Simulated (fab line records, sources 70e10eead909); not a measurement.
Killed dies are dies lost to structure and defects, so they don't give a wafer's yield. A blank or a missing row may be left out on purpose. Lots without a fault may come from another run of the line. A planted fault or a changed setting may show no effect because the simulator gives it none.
fab line records | flow nand_harc
record lots=12 wafers=36 last_day=34
route steps=1302 shown A_CHANNEL_HOLE_D1@478 A_CHANNEL_FILL_D1@494 END@1302
lots that met no fault: from a run of the same line without faults
start_h: hours from the record's first day to the start of the lot's first wafer shown | wait_h: hours since the lot's step before | " the same as in the row above | L1.1+2: a row that stands for several wafers | - no value, or no start given | * or withheld: withheld | < > ~ a bound
route shown NAME@n: a module of which the file shows steps, and the number in the route of the first | usual: mean/standard deviation of fault-free wafers | same: alike in all rows | chamber/n: place in a boat | sites: the reading at each site | _std_site: their standard deviation | _edge_site: outer sites' mean less inner sites' | radius_mm: how far each site lies from the wafer's centre | mask NAME#n: copy n | behind: the tool/chamber that last shaped the wafer | hold: why the lot was held/for how many hours/how that ended | device: the transistor (n, p or np) that didn't switch | end of line: the same wafers' tests at the end of the route | a step without rows: its recipe alone | killed: dies lost to structure and defects at the first sort, not the wafer's yield | map: a wafer's dies, x killed, . not, _ none there
set.NAME: the setting as run; set.NAME@STEP: as run at that earlier step | model.NAME: the simulator's own value behind a step, which no gauge read
steps of the route over a sample of lots; a table a step, a row a wafer
services: from which hour (start_h, from the record's first day; less than 0 if before it) a tool's chamber was out of use, for how many hours, and why
## steps
# step NHARC_A_CHANNEL_HOLE_D1_ETCH_26
# recipe bias_v=300 source_w=2000 pressure_mtorr=30 time_s=224.1 ar_flow_sccm=375 c4f8_flow_sccm=11.4 o2_flow_sccm=113.6 temp_c=-20 target_depth_a=3000 chemistry=C4F8/O2/Ar
# usual drypump_motor_current_A=6.03/0.13 showerhead_plenum_p_Torr=3.76/0.032 throttle_valve_pct=24.584/0.0097
# columns lot.wafer tool chamber start_h wait_h drypump_motor_current_A rf_hours_counter_h showerhead_plenum_p_Torr throttle_valve_pct
L660.3 har_etch-02 1 189.34 0.5 6.20 - 3.81 24.581
L660.4 " 0 " " 6.00 - 3.81 24.585
L660.6 " 0 " " 6.00 - 3.81 24.597
L662.2 har_etch-02 0 213.26 0.7 5.98 314 3.81 24.586
L662.3 " 1 " " 6.20 - 3.81 24.578
L662.5 " 1 " " 6.21 - 3.81 24.580
L665.3 har_etch-02 0 236.66 0.4 6.00 - 3.80 24.575
L665.5 " 1 " " 6.20 - 3.80 24.582
L665.6 " 0 " " 6.00 - 3.80 24.593
L664.2 har_etch-01 1 237.80 0.7 5.84 122 3.76 24.580
L664.6 " 1 " " 5.85 - 3.76 24.584
L664.5 " 0 " " 6.09 - 3.76 24.574
L668.1 har_etch-02 0 277.50 0.6 5.99 352 3.78 24.574
L668.6 " 1 " " 6.18 - 3.78 24.580
L668.5 " 0 " " 5.99 - 3.78 24.581
L669.1 har_etch-01 0 285.09 0.6 6.09 145 3.75 24.591
L669.3 " 1 " " 5.86 - 3.75 24.588
L669.5 " 0 " " 6.10 - 3.75 24.580
L671.1 har_etch-02 1 301.86 0.6 6.17 363 3.78 24.584
L671.4 " 0 " " 5.97 - 3.78 24.588
L671.3 " 1 " " 6.18 - 3.78 24.593
L676.1 har_etch-01 0 360.75 0.8 6.07 195 3.72 24.593
L676.4 " 0 " " 6.07 - 3.72 24.588
L676.5 " 0 " " 6.08 - 3.72 24.602
L677.1 har_etch-02 0 361.67 0.7 5.96 390 3.76 24.557
L677.2 " 1 " " 6.19 390 3.76 24.574
L677.6 " 0 " " 5.95 - 3.76 24.583
L678.2 har_etch-01 0 369.22 0.6 6.09 203 3.71 24.567
L678.3 " 1 " " 5.84 - 3.71 24.576
L678.6 " 0 " " 6.10 - 3.71 24.599
L679.4 har_etch-01 1 397.09 0.4 5.85 - 3.71 24.570
L679.5 " 0 " " 6.08 - 3.71 24.581
L679.6 " 1 " " 5.84 - 3.71 24.575
L681.4 har_etch-02 0 411.98 0.5 5.98 - 3.75 24.589
L681.3 " 1 " " 6.19 - 3.75 24.568
L681.5 " 1 " " 6.20 - 3.75 24.585
# step NHARC_A_CHANNEL_FILL_D1_ALD_14
# recipe target_thk_a=25 pulse_time_s=10 ald_cycles=25 temp_c=300 material=SiO2
# usual ald_cycles=25/0 heater_power_w=470/50 precursor_pulse_height_rel=1.001/0.018
# same pulse_time_s=10
# columns lot.wafer tool chamber start_h wait_h ald_cycles heater_power_w precursor_pulse_height_rel
L660.4 ald_hk-04 1 199.85 0.0 25 472 1.021
L660.3 " 2 " " 25 414 1.000
L660.6 " 2 " " 25 415 1.034
L662.3 ald_hk-03 2 223.64 1.3 25 449 1.019
L662.2 " 0 " " 25 474 0.983
L662.5 " 3 " " 25 363 1.003
L665.3 ald_hk-03 0 246.17 0.1 25 460 1.038
L665.6 " 3 " " 25 374 1.035
L665.5 " 0 " " 25 463 0.989
L664.2 ald_hk-02 3 246.17 0.1 25 475 0.987
L664.6 " 1 " " 25 500 1.026
L664.5 " 2 " " 25 399 0.992
L668.1 ald_hk-03 2 286.67 0.1 25 452 1.008
L668.6 " 1 " " 25 508 1.005
L668.5 " 2 " " 25 467 0.997
L669.1 ald_hk-04 2 294.23 0.1 25 440 0.978
L669.3 " 1 " " 25 456 1.003
L669.5 " 2 " " 25 452 1.005
L671.3 ald_hk-03 1 310.93 0.0 25 500 1.015
L671.1 " 2 " " 25 456 1.002
L671.4 " 0 " " 25 470 1.010
L676.1 ald_hk-02 3 369.88 0.0 25 501 1.012
L676.4 " 2 " " 25 382 1.010
L676.5 " 3 " " 25 485 1.003
L677.2 ald_hk-04 2 369.96 0.1 25 449 0.986
L677.1 " 3 " " 25 475 0.989
L677.6 " 0 " " 25 478 1.004
L678.3 ald_hk-04 3 378.33 0.0 25 489 0.999
L678.2 " 1 " " 25 451 1.015
L678.6 " 0 " " 25 479 0.994
L679.4 ald_hk-02 3 406.39 0.0 25 491 1.018
L679.6 " 3 " " 25 476 0.980
L679.5 " 0 " " 25 567 1.035
L681.3 ald_hk-02 3 421.22 0.0 25 486 1.019
L681.4 " 1 " " 25 494 0.992
L681.5 " 0 " " 25 564 0.978
# step NHARC_A_CHANNEL_FILL_D1_ALD_15
# recipe target_thk_a=20 pulse_time_s=60 ald_cycles=19 temp_c=630 pressure_torr=2 material=SiNx
# usual ald_cycles=19/0 precursor_pulse_height_rel=0.999/0.021
# same pulse_time_s=60
# columns lot.wafer tool chamber start_h wait_h ald_cycles precursor_pulse_height_rel
L660.3 ald_sin_batch-02 0 202.97 - 19 0.967
L660.4 " 0 " " 19 0.982
L660.6 " 0 " " 19 0.976
L662.2 ald_sin_batch-01 0 226.77 - 19 0.980
L662.3 " 0 " " 19 0.991
L662.5 " 0 " " 19 0.970
L664.2 ald_sin_batch-03 0 249.21 - 19 0.977
L664.5 " 0 " " 19 1.010
L664.6 " 0 " " 19 0.977
L665.3 ald_sin_batch-03 0 249.21 3.0 19 0.987
L665.5 " 0 " " 19 0.951
L665.6 " 0 " " 19 1.022
L668.1 ald_sin_batch-01 0 289.75 - 19 1.022
L668.5 " 0 " " 19 1.028
L668.6 " 0 " " 19 1.014
L669.1 ald_sin_batch-03 0 297.36 - 24 0.953
L669.3 " 0 " " 24 0.982
L669.5 " 0 " " 24 1.026
L671.1 ald_sin_batch-03 0 314.05 - 24 1.052
L671.3 " 0 " " 24 1.011
L671.4 " 0 " " 24 1.010
L676.1 ald_sin_batch-02 0 372.99 - 19 1.002
L676.4 " 0 " " 19 0.968
L676.5 " 0 " " 19 0.987
L677.1 ald_sin_batch-02 0 372.99 - 19 1.014
L677.2 " 0 " " 19 1.025
L677.6 " 0 " " 19 0.971
L678.2 ald_sin_batch-02 0 381.46 - 19 1.017
L678.3 " 0 " " 19 0.958
L678.6 " 0 " " 19 1.006
L679.4 ald_sin_batch-01 0 409.51 - 19 1.020
L679.5 " 0 " " 19 1.033
L679.6 " 0 " " 19 0.981
L681.3 ald_sin_batch-02 0 424.34 - 19 1.022
L681.4 " 0 " " 19 0.990
L681.5 " 0 " " 19 1.028
# step NHARC_A_CHANNEL_FILL_D1_STRIP_28
# recipe time_s=20 o2_flow_sccm=500 ar_flow_sccm=0 bias_w=0 chemistry=O2
# usual drypump_motor_current_A=5.9/0.46 oes_product_au=1.001/0.011 rf_vpp_V=57.8/0.84 showerhead_plenum_p_Torr=3.53/0.15 throttle_valve_pct=17.035/0.0086
# columns lot.wafer tool chamber start_h wait_h drypump_motor_current_A oes_product_au rf_hours_counter_h rf_vpp_V showerhead_plenum_p_Torr throttle_valve_pct
L660.4 rie_diel-01 2 217.10 0.1 5.4 0.998 1 57.2 3.34 17.043
L660.3 " 0 " " 6.3 0.998 1 58.3 3.66 17.036
L660.6 " 1 " " 6.1 0.995 - 57.8 3.66 17.042
L662.3 rie_diel-07 3 240.98 0.1 5.6 1.012 7 58.2 3.33 17.039
L662.2 " 1 " " 6.2 1.014 6 57.1 3.38 17.037
L662.5 " 0 " " 5.6 1.020 - 57.8 3.75 17.026
L665.3 rie_diel-01 0 263.25 0.1 6.3 1.002 5 57.8 3.66 17.042
L665.5 " 2 " " 5.4 1.003 - 56.0 3.34 17.041
L665.6 " 3 " " 6.1 0.999 - 58.1 3.74 17.043
L664.2 rie_diel-07 2 263.26 0.1 6.5 0.993 7 57.7 3.50 17.056
L664.5 " 3 " " 5.5 1.019 - 58.1 3.33 17.035
L664.6 " 0 " " 5.6 1.030 - 58.5 3.75 17.041
L668.1 rie_diel-07 2 303.88 0.1 6.5 0.978 0 57.1 3.50 17.044
L668.6 " 2 " " 6.5 0.993 - 56.8 3.50 17.044
L668.5 " 3 " " 5.6 1.012 - 57.1 3.33 17.026
L669.1 rie_diel-08 0 311.48 0.1 5.1 0.984 5 57.9 3.43 17.051
L669.3 " 2 " " 6.4 0.992 5 58.3 3.70 17.026
L669.5 " 0 " " 5.1 0.988 - 58.1 3.43 17.054
L671.3 rie_diel-01 0 328.16 0.1 6.3 0.995 9 58.2 3.66 17.033
L671.4 " 1 " " 6.1 1.008 7 58.7 3.65 17.030
L671.1 " 3 " " 6.0 0.986 9 59.2 3.74 17.019
L676.4 rie_diel-07 3 388.57 0.1 5.6 1.002 5 56.7 3.33 17.034
L676.1 " 1 " " 6.2 1.012 6 58.8 3.38 17.035
L676.5 " 2 " " 6.5 0.998 - 57.0 3.50 17.040
L677.2 rie_diel-08 2 388.62 0.1 6.4 1.021 0 56.6 3.70 17.044
L677.1 " 3 " " 5.0 1.027 1 58.8 3.58 17.023
L677.6 " 2 " " 6.4 1.007 - 59.1 3.69 17.033
L678.2 rie_diel-01 0 395.64 0.1 6.3 0.996 0 59.0 3.66 17.023
L678.3 " 2 " " 5.4 0.985 0 56.2 3.33 17.035
L678.6 " 0 " " 6.3 1.001 - 57.6 3.66 17.037
L679.4 rie_diel-01 0 423.66 0.1 6.3 1.003 - 58.9 3.66 17.037
L679.6 " 1 " " 6.1 0.994 - 57.0 3.65 17.036
L679.5 " 2 " " 5.4 1.000 - 57.0 3.33 17.032
L681.4 rie_diel-07 2 438.68 0.1 6.5 1.001 10 57.4 3.50 17.024
L681.3 " 1 " " 6.2 1.003 9 56.4 3.37 17.023
L681.5 " 2 " " 6.5 0.990 - 56.6 3.50 17.032
# step NHARC_END_SORT_01
# recipe temp_c=25
# usual killed_at_array=51/18 killed_at_other=1.0/1.2 killed_at_periphery=3.7/2.9 killed_dies=55/19 killed_open=3.5/1.9 killed_short=2.6/1.6
# same gross_dies=677
# columns lot.wafer tool chamber start_h wait_h killed_at_array killed_at_other killed_at_periphery killed_dies killed_open killed_short
L665.3 prober-01 0 606.93 3.1 57 1 2 60 5 2
L665.5 prober-01 0 608.54 3.7 54 3 3 60 3 3
L665.6 prober-01 0 609.35 4.0 55 1 1 57 4 2
L669.1 prober-02 0 660.06 2.5 19 1 1 21 3 2
L669.3 prober-02 0 661.66 3.1 29 0 1 30 3 3
L669.5 prober-02 0 663.26 3.7 22 1 1 24 5 1
L676.1 prober-01 0 739.84 2.5 55 0 1 56 1 3
L676.4 prober-01 0 742.20 3.4 50 0 4 54 4 2
L676.5 prober-01 0 742.99 3.7 49 0 3 52 0 0
L678.2 prober-02 0 740.70 2.8 51 3 5 59 6 7
L678.3 prober-02 0 741.51 3.1 66 4 0 70 1 3
L678.6 prober-02 0 743.91 4.0 33 3 1 37 3 4
L677.2 prober-01 0 748.37 2.8 58 4 5 67 6 3
L681.3 prober-01 0 815.06 3.1 25 0 2 27 3 3
L681.4 prober-01 0 815.86 3.4 27 0 1 28 3 4
L681.5 prober-01 0 816.66 3.7 18 0 0 18 1 1
# killed by level:class
L665.3 A_CHANNEL_HOLE_D1:chamber_film_flake=36 A_CHANNEL_HOLE_D2:chamber_film_flake=5 A_DECK1_JOINT:chamber_film_flake=3 A_SGD_CUT:chamber_film_flake=3 A_CHANNEL_FILL_D1:geometric_particle:open=2 A_WL_FILL:geometric_particle:short=2 A_CHANNEL_FILL_D1:chamber_film_flake=2 P_CONTACT:geometric_particle:open=1
L665.5 A_CHANNEL_HOLE_D1:chamber_film_flake=39 A_CHANNEL_HOLE_D2:chamber_film_flake=7 A_DECK1_JOINT:chamber_film_flake=2 THIN_TSV:chamber_film_flake=2 P_M0:geometric_particle:short=1 P_M2:geometric_particle:open=1 A_ONON_D1:geometric_particle:short=1 A_ONON_D2:geometric_particle:open=1
L665.6 A_CHANNEL_HOLE_D1:chamber_film_flake=31 A_CHANNEL_HOLE_D2:chamber_film_flake=5 A_DECK1_JOINT:chamber_film_flake=3 A_SGD_CUT:chamber_film_flake=3 A_CONTACT:chamber_film_flake=3 A_BLC:geometric_particle:open=2 A_CHANNEL_FILL_D1:geometric_particle:short=1 A_CHANNEL_FILL_D2:geometric_particle:short=1
L669.1 A_CONTACT:chamber_film_flake=5 A_STAIRCASE:chamber_film_flake=4 A_WL_FILL:chamber_film_flake=2 A_CHANNEL_FILL_D1:geometric_particle:open=1 A_CHANNEL_FILL_D2:geometric_particle:short=1 A_CHANNEL_FILL_D2:geometric_particle:open=1 A_SGD_CUT:geometric_particle:open=1 A_WL_FILL:geometric_particle:short=1
L669.3 A_STAIRCASE:chamber_film_flake=6 A_CHANNEL_HOLE_D1:chamber_film_flake=5 A_CONTACT:chamber_film_flake=5 A_SLIT:chamber_film_flake=4 A_CHANNEL_FILL_D2:chamber_film_flake=2 A_BONDPAD:chamber_film_flake=2 P_CONTACT:geometric_particle:open=1 A_ONON_D1:geometric_particle:short=1
L669.5 A_STAIRCASE:chamber_film_flake=3 A_DECK1_JOINT:geometric_particle:open=2 A_CHANNEL_HOLE_D1:chamber_film_flake=2 A_CHANNEL_FILL_D2:chamber_film_flake=2 A_CONTACT:chamber_film_flake=2 A_BONDPAD:chamber_film_flake=2 A_CHANNEL_FILL_D1:geometric_particle:open=1 A_ONON_D2:geometric_particle:open=1
L676.1 A_SLIT:chamber_film_flake=24 A_CHANNEL_HOLE_D2:chamber_film_flake=17 A_CHANNEL_HOLE_D1:chamber_film_flake=5 A_CHANNEL_FILL_D2:chamber_film_flake=2 A_CONTACT:chamber_film_flake=2 A_ONON_D1:geometric_particle:short=1 A_DECK1_JOINT:geometric_particle:short=1 A_CHANNEL_FILL_D2:geometric_particle:open=1
L678.2 A_CHANNEL_HOLE_D2:chamber_film_flake=28 A_CHANNEL_HOLE_D1:chamber_film_flake=6 A_CONTACT:chamber_film_flake=4 A_SLIT:chamber_film_flake=3 A_WL_FILL:geometric_particle:open=2 THIN_TSV:chamber_film_flake=2 P_CONTACT:geometric_particle:short=1 P_CONTACT:geometric_particle:open=1
L678.3 A_CHANNEL_HOLE_D2:chamber_film_flake=25 A_CHANNEL_HOLE_D1:chamber_film_flake=15 A_CONTACT:chamber_film_flake=13 A_SLIT:chamber_film_flake=5 THIN_TSV:chamber_film_flake=4 A_DECK1_JOINT:chamber_film_flake=2 A_ONON_D1:geometric_particle:short=1 A_ONON_D2:geometric_particle:short=1
L676.4 A_SLIT:chamber_film_flake=30 A_CHANNEL_HOLE_D2:chamber_film_flake=9 A_CHANNEL_HOLE_D1:chamber_film_flake=3 A_CONTACT:chamber_film_flake=2 P_CONTACT:geometric_particle:open=1 P_M0:geometric_particle:open=1 A_ONON_D1:geometric_particle:short=1 A_CHANNEL_FILL_D1:geometric_particle:open=1
L676.5 A_CHANNEL_HOLE_D2:chamber_film_flake=21 A_SLIT:chamber_film_flake=18 A_CHANNEL_HOLE_D1:chamber_film_flake=4 P_STI:chamber_film_flake=2 A_DECK1_JOINT:chamber_film_flake=2 A_CONTACT:chamber_film_flake=2 P_GATE:chamber_film_flake=1 A_CHANNEL_FILL_D2:chamber_film_flake=1
L678.6 A_CONTACT:chamber_film_flake=8 A_CHANNEL_HOLE_D1:chamber_film_flake=6 A_CHANNEL_HOLE_D2:chamber_film_flake=6 A_SLIT:chamber_film_flake=3 THIN_TSV:chamber_film_flake=3 A_ONON_D2:geometric_particle:open=2 A_WL_FILL:chamber_film_flake=2 P_CONTACT:geometric_particle:short=1
L677.2 A_CHANNEL_HOLE_D1:chamber_film_flake=32 A_CONTACT:chamber_film_flake=7 P_M1:chamber_film_flake=4 A_SLIT:chamber_film_flake=4 A_WL_FILL:chamber_film_flake=4 HYBRID_BOND:chamber_film_flake=3 A_DECK1_JOINT:geometric_particle:open=2 A_ONON_D2:geometric_particle:open=2
L681.3 A_SLIT:chamber_film_flake=9 A_CONTACT:chamber_film_flake=5 A_M0:chamber_film_flake=3 A_CHANNEL_FILL_D2:geometric_particle:open=2 P_M2:geometric_particle:short=1 A_ONON_D1:geometric_particle:open=1 A_CHANNEL_FILL_D1:geometric_particle:short=1 A_CHANNEL_FILL_D2:geometric_particle:short=1
L681.4 A_SLIT:chamber_film_flake=6 A_CHANNEL_FILL_D1:chamber_film_flake=3 A_CONTACT:chamber_film_flake=3 A_M0:chamber_film_flake=3 A_STAIRCASE:chamber_film_flake=2 P_GATE:geometric_particle:open=1 A_CHANNEL_HOLE_D1:geometric_particle:short=1 A_ONON_D2:geometric_particle:short=1
L681.5 A_SLIT:chamber_film_flake=9 A_CONTACT:chamber_film_flake=3 A_ONON_D1:geometric_particle:short=1 A_M1:geometric_particle:open=1 A_DECK1_JOINT:chamber_film_flake=1 A_CHANNEL_HOLE_D2:chamber_film_flake=1 A_WL_FILL:chamber_film_flake=1 A_M0:chamber_film_flake=1
## services
# columns tool chamber start_h hours kind
ald_hk-02 - 170.84 10.0 pm
rie_diel-08 - 190.80 9.0 pm
rie_diel-01 - 203.88 9.0 pm
ald_hk-03 - 213.64 10.0 pm
rie_diel-08 2 233.70 1.9 repair
rie_diel-08 0 251.07 27.3 repair
ald_hk-04 - 256.29 10.0 pm
ald_sin_batch-02 - 266.00 26.0 pm
rie_diel-01 3 269.51 12.3 repair
rie_diel-01 2 275.44 16.7 repair
rie_diel-07 - 294.48 9.0 pm
har_etch-02 - 327.22 4.0 repair
rie_diel-07 0 341.47 5.5 repair
ald_hk-02 - 350.80 10.0 pm
rie_diel-07 3 361.73 7.6 repair
har_etch-02 - 379.07 17.0 pm
rie_diel-01 - 380.88 9.0 pm
rie_diel-01 3 391.01 32.8 repair
ald_hk-03 - 391.64 10.0 pm
rie_diel-01 2 397.78 8.4 repair
rie_diel-01 1 400.09 4.4 repair
rie_diel-07 3 405.58 4.2 repair
rie_diel-07 1 425.00 5.5 repair
ald_hk-03 - 434.75 0.6 repair
## key
first_sign step=NHARC_A_CHANNEL_FILL_D1_ALD_15 reading=ald_cycles direction=up sigmas=99+ usual=19 struck=24
effect none on later readings
met_at NHARC_A_CHANNEL_FILL_D1_ALD_15
struck_lots L669,L671
tester_left_out L669,L671
not_acting_at NHARC_A_CHANNEL_HOLE_D1_ETCH_26,NHARC_A_CHANNEL_FILL_D1_ALD_14,NHARC_A_CHANNEL_FILL_D1_STRIP_28
onset_between 249.21 297.36
fault kind=process_parameter_drift tool=ald_sin_batch-03 chamber=- onset_h=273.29 steps=NHARC_A_CHANNEL_FILL_D1_ALD_15 channel=ald_cycles offset=5 shape=step end_h=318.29 acts_in=these_recipes_only stated=19
# tester_left_out: of these lots the tester's yield and bins aren't shown, on N5 and GAA mostly nor the transistor test; their killed dies are dies lost to structure and defects alone, not to doping, threshold or leakage, so they don't give the yield
